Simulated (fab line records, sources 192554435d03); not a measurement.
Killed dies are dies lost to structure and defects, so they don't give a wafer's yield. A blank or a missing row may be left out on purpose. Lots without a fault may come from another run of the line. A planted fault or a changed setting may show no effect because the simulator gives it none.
Which tool did it? | flow n5_finfet | 10 lots, 29 wafers sampled, at 5 steps of a route of 1938

WHAT THE GAUGES READ, wafer by wafer
N5_BEOL_M0_SAQP_CD_MEAS_40: target cd 30 nm. Usual: cd_nm 29.95 nm, standard deviation 0.24.
lot  | measured     | on        | cd_nm (nm)        | flag
L747 | day 5 18:22  | cd_sem-01 | 29.77 30.04       |
L748 | day 6 00:19  | cd_sem-01 | 30.00 30.13 29.79 |
L750 | day 6 08:24  | cd_sem-03 | 29.77 29.69 29.84 |
L751 | day 6 20:02  | cd_sem-02 | 30.17 29.80 29.51 |
L753 | day 7 03:49  | cd_sem-01 | 29.88 29.69 30.24 |
L755 | day 7 18:23  | cd_sem-03 | 29.72 29.82 29.78 |
L757 | day 8 08:12  | cd_sem-03 | 29.75 30.11 29.94 |
L758 | day 8 16:01  | cd_sem-01 | 29.96 30.35 30.09 |
L769 | day 11 01:26 | cd_sem-03 | 29.94 29.83 29.87 |
L770 | day 11 15:13 | cd_sem-03 | 30.02 30.12 29.96 |

N5_BEOL_M4_RC_MEAS_101. Usual: DIBL_N 36.9 mV/V, standard deviation 1.6; DIBL_P 37.1 mV/V, standard deviation 2; IOFF_N 0.17 nA/um, standard deviation 0.032; IOFF_P 0.22 nA/um, standard deviation 0.036; ION_N 674 uA/um, standard deviation 12; ION_P 463 uA/um, standard deviation 7.8; SS_N 71.7 mV/dec, standard deviation 0.63; SS_P 73.5 mV/dec, standard deviation 0.62; VT_N 249 mV, standard deviation 3.3; VT_P -250 mV, standard deviation 3.5.
lot  | measured     | on        | DIBL_N (mV/V)  | DIBL_P (mV/V)  | IOFF_N (nA/um) | IOFF_P (nA/um) | ION_N (uA/um) | ION_P (uA/um) | SS_N (mV/dec)  | SS_P (mV/dec)  | VT_N (mV)   | VT_P (mV)      | flag
L747 | day 8 11:50  | prober-01 | 36.2 38.1      | 35.7 38.2      | 0.16 0.20      | 0.21 0.25      | 685 693       | 463 468       | 72.0 72.9      | 73.2 74.0      | 248 245     | -251 -246      |
L748 | day 8 20:54  | prober-02 | 36.8 36.7 37.8 | 37.8 36.2 37.1 | 0.15 0.15 0.17 | 0.27 0.24 0.25 | 664 649 666   | 466 462 466   | 71.3 71.9 71.1 | 73.3 73.0 73.1 | 252 251 249 | -245 -247 -244 |
L750 | day 9 03:10  | prober-01 | 38.6 36.9 35.1 | 39.4 39.0 35.2 | 0.20 0.18 0.14 | 0.29 0.29 0.21 | 679 689 664   | 469 474 464   | 71.8 72.1 71.2 | 74.3 73.9 73.3 | 247 249 252 | -246 -246 -248 |
L751 | day 9 14:09  | prober-01 | 34.7 38.3 35.0 | 36.2 39.0 35.9 | 0.13 0.18 0.14 | 0.19 0.22 0.18 | 656 672 665   | 462 457 463   | 70.8 72.0 70.9 | 73.8 74.0 73.2 | 253 249 251 | -251 -251 -252 |
L753 | day 9 17:31  | prober-01 | 34.4 36.5 37.6 | 35.1 37.8 37.8 | 0.13 0.17 0.18 | 0.20 0.25 0.25 | 658 667 674   | 452 463 464   | 70.9 71.6 72.0 | 72.9 73.6 73.8 | 252 248 247 | -250 -246 -245 |
L755 | day 10 20:43 | prober-01 | 35.6 35.7 34.7 | 37.6 37.9 36.8 | 0.16 0.16 0.14 | 0.21 0.22 0.20 | 676 674 659   | 466 458 459   | 71.0 71.9 71.3 | 73.9 73.2 72.9 | 250 250 254 | -249 -252 -252 |
L757 | day 10 22:04 | prober-01 | 40.8 38.9 39.1 | 38.5 37.9 39.2 | 0.25 0.20 0.22 | 0.22 0.21 0.23 | 689 679 700   | 457 457 467   | 72.4 71.8 71.7 | 73.9 74.1 74.0 | 242 245 244 | -253 -253 -252 |
L758 | day 11 00:10 | prober-02 | 39.5 39.5 37.1 | 37.4 37.6 34.6 | 0.17 0.18 0.13 | 0.19 0.20 0.15 | 668 687 661   | 444 466 450   | 72.3 72.0 71.7 | 73.3 74.1 72.9 | 248 247 255 | -253 -252 -258 |
L769 | day 13 14:08 | prober-01 | 36.7 35.1 38.2 | 34.9 32.2 36.6 | 0.18 0.14 0.19 | 0.25 0.20 0.27 | 682 667 673   | 472 464 466   | 71.2 71.7 72.0 | 73.7 72.9 73.8 | 246 253 248 | -246 -249 -245 |
L770 | day 13 22:05 | prober-01 | 36.4 37.4 34.4 | 37.4 38.7 35.7 | 0.16 0.17 0.12 | 0.24 0.25 0.21 | 676 677 664   | 469 467 467   | 71.2 70.5 71.0 | 73.3 73.9 72.7 | 247 249 255 | -245 -247 -249 |

WHICH TOOL RAN EACH LOT (tool, then ch and the chambers of the sampled wafers, then the start)
lot  | N5_BEOL_M0_SAQP_ETCH_106           | N5_BEOL_M0_SAQP_CUT_ETCH_46        | N5_BEOL_M0_SAQP_ALD_48
L747 | rie_diel-04 ch 2,3, day 5 16:50    | rie_diel-06 ch 0,3, day 5 19:04    | ald_sin-02 ch 0,3, day 5 19:24
L748 | rie_diel-02 ch 1,2, day 5 22:40    | rie_diel-06 ch 2,3, day 6 00:31    | ald_sin-03 ch 0,1,2, day 6 00:43
L750 | rie_diel-04 ch 0,1,3, day 6 06:58  | rie_diel-06 ch 0,2,3, day 6 08:44  | ald_sin-02 ch 0,1,2, day 6 08:57
L751 | rie_diel-06 ch 0,2,3, day 6 18:32  | rie_diel-04 ch 1,2, day 6 20:15    | ald_sin-02 ch 0,2, day 6 20:28
L753 | rie_diel-02 ch 2,3, day 7 02:19    | rie_diel-02 ch 2,3, day 7 04:20    | ald_sin-03 ch 0,1, day 7 04:32
L755 | rie_diel-04 ch 0,2,3, day 7 16:40  | rie_diel-06 ch 0,2,3, day 7 18:35  | ald_sin-03 ch 0,1, day 7 18:47
L757 | rie_diel-02 ch 0,3, day 8 05:47    | rie_diel-02 ch 1,3, day 8 08:25    | ald_sin-02 ch 1,2,3, day 8 08:37
L758 | rie_diel-02 ch 0,2, day 8 14:40    | rie_diel-06 ch 0,1, day 8 16:13    | ald_sin-02 ch 0,2,3, day 8 16:25
L769 | rie_diel-04 ch 1,2,3, day 10 23:57 | rie_diel-06 ch 0,1,3, day 11 01:43 | ald_sin-02 ch 0,1,2, day 11 03:04
L770 | rie_diel-02 ch 0,2, day 11 13:52   | rie_diel-02 ch 0,2, day 11 15:25   | ald_sin-02 ch 0,1,2, day 11 15:37
- N5_BEOL_M0_SAQP_ETCH_106: etches SOC in N2/H2, stops on SiNx, target depth 150 nm.
- N5_BEOL_M0_SAQP_CUT_ETCH_46: etches SOC in N2/H2, target depth 135 nm, overetch 27 nm, time 202.5 s.
- N5_BEOL_M0_SAQP_ALD_48: deposits SiO2, target thk 20 nm, pulse time 1 s, co reactant pulse time 1 s.

WHAT THE TOOLS THEMSELVES READ (means of the sampled wafers that have a number; where no wafer has one, the mark that the record gives instead)
N5_BEOL_M0_SAQP_ETCH_106. Usual: drypump_motor_current_A 5.6 A, standard deviation 0.39; oes_product_au 0.77 a.u., standard deviation 0.099; rf_vpp_V 241.1 V, standard deviation 1.5; showerhead_plenum_p_Torr 2.58 Torr, standard deviation 0.1; throttle_valve_pct 17.9 %, standard deviation 0.32.
lot  | tool        | drypump_motor_current_A (A) | oes_product_au (a.u.) | rf_vpp_V (V) | showerhead_plenum_p_Torr (Torr) | throttle_valve_pct (%) | flag
L747 | rie_diel-04 | 5.5                         | 0.81                  | 241.1        | 2.61                            | 17.9                   |
L748 | rie_diel-02 | 5.7                         | 0.71                  | 241.5        | 2.56                            | 17.9                   |
L750 | rie_diel-04 | 5.6                         | 0.81                  | 241.0        | 2.59                            | 17.8                   |
L751 | rie_diel-06 | 4.7                         | 0.71                  | 239.1        | 2.49                            | 18.1                   |
L753 | rie_diel-02 | 5.8                         | 0.70                  | 241.3        | 2.63                            | 18.3                   |
L755 | rie_diel-04 | 5.5                         | 0.84                  | 241.8        | 2.60                            | 17.7                   |
L757 | rie_diel-02 | 5.9                         | 0.78                  | 243.0        | 2.65                            | 18.1                   |
L758 | rie_diel-02 | 5.6                         | 0.78                  | 241.1        | 2.66                            | 17.9                   |
L769 | rie_diel-04 | 5.5                         | 0.75                  | 240.9        | 2.58                            | 17.9                   |
L770 | rie_diel-02 | 5.8                         | 0.81                  | 241.9        | 2.67                            | 17.8                   |

N5_BEOL_M0_SAQP_CUT_ETCH_46. Usual: drypump_motor_current_A 5.3 A, standard deviation 0.48; rf_vpp_V 524.1 V, standard deviation 2.8; showerhead_plenum_p_Torr 2.55 Torr, standard deviation 0.11; throttle_valve_pct 17.82 %, standard deviation 0.29.
lot  | tool        | drypump_motor_current_A (A) | rf_vpp_V (V) | showerhead_plenum_p_Torr (Torr) | throttle_valve_pct (%) | flag
L747 | rie_diel-06 | 4.8                         | 524.0        | 2.54                            | 17.95                  |
L748 | rie_diel-06 | 4.7                         | 524.2        | 2.56                            | 18.02                  |
L750 | rie_diel-06 | 4.8                         | 523.2        | 2.49                            | 18.04                  |
L751 | rie_diel-04 | 5.3                         | 524.8        | 2.57                            | 17.82                  |
L753 | rie_diel-02 | 5.6                         | 525.9        | 2.63                            | 18.17                  |
L755 | rie_diel-06 | 4.7                         | 522.0        | 2.49                            | 18.05                  |
L757 | rie_diel-02 | 5.9                         | 523.8        | 2.54                            | 18.04                  |
L758 | rie_diel-06 | 5.1                         | 520.9        | 2.44                            | 17.80                  |
L769 | rie_diel-06 | 5.1                         | 522.2        | 2.50                            | 17.84                  |
L770 | rie_diel-02 | 5.7                         | 527.4        | 2.67                            | 17.77                  |

N5_BEOL_M0_SAQP_ALD_48. Usual: heater_power_w 79 W, standard deviation 6.3; precursor_pulse_height_rel 1.001, standard deviation 0.019.
lot  | tool       | heater_power_w (W) | precursor_pulse_height_rel | flag
L747 | ald_sin-02 | 78                 | 0.996                      |
L748 | ald_sin-03 | 79                 | 0.996                      |
L750 | ald_sin-02 | 76                 | 0.992                      |
L751 | ald_sin-02 | 77                 | 0.991                      |
L753 | ald_sin-03 | 83                 | 0.988                      |
L755 | ald_sin-03 | 85                 | 1.010                      |
L757 | ald_sin-02 | 78                 | 0.998                      |
L758 | ald_sin-02 | 78                 | 0.988                      |
L769 | ald_sin-02 | 74                 | 1.010                      |
L770 | ald_sin-02 | 75                 | 1.007                      |

THE ANSWER, worked out from the rows above alone
Rule: a lot is off if the mean of its wafers that have a number lies more than 3 standard deviations from the usual mean. A lot without any number at a reading at which 4 lots or more have one is off too. The other lots that the step has rows for count as sound. The gauges are gone through in route order, then the tools' own readings, and for those a lot's mean is taken as printed above. The first step at which some lot is off is used, and at that step the reading that is off furthest; a lot without a number counts as furthest.
No lot is off at any reading shown: from this, nothing can be told.

WHAT THE SIMULATOR HAD PUT IN
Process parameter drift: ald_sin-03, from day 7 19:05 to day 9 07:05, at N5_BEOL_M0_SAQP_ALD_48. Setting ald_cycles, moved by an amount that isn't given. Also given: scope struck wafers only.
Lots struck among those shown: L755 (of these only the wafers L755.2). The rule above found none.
